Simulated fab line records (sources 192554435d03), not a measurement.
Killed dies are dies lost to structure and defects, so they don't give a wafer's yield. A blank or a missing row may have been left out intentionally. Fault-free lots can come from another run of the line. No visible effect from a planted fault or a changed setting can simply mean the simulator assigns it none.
Matching of chambers ; flow n5 finfet ; N5_HKMG_FIN_STRIP_93 on rie diel-05 has 4 sister chambers
The step strips SOC in N2/H2, time 20 s. 4 wafers are shown with their chamber, then 10 later ones without.

== EACH WAFER AND ITS CHAMBER ==
wafer;chamber;showerhead plenum p Torr (Torr)
L082.2;0;3.23
L082.3;1;3.28
L087.1;2;3.12
L087.2;3;3.44

== WAFERS WITHOUT THEIR CHAMBER ==
wafer;showerhead plenum p Torr (Torr)
L087.4;3.23
L091.2;3.23
L091.4;3.27
L091.6;3.12
L094.1;3.12
L094.5;3.27
L094.6;3.12
L097.3;3.26
L097.5;3.27
L097.6;3.22

== EACH ONE'S CHAMBER ==
wafer;from the rows above;in truth
L087.4;0;0
L091.2;0;0
L091.4;1;1
L091.6;2;2
L094.1;2;2
L094.5;1;1
L094.6;2;2
L097.3;can't be placed: 1 or 0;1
L097.5;1;1
L097.6;0;0
Placed correctly: 9 of 10. These rows do not allow placing 1 (true chamber among the candidates in 1). Wrongly placed: 0.
How it was worked out, from the rows above alone: a wafer's distance from a chamber is the root of the sum, over the readings, of the square of ((its reading less the chamber's mean) divided by the reading's scatter). The wafer belongs to the nearest chamber; if the next one is less than 2 further off, it can't be placed. A chamber's mean is the mean of its shown wafers. The scatter (one wafer shown for each chamber): square how far every hidden wafer sits from the nearest shown wafer, average those squares and take the square root.
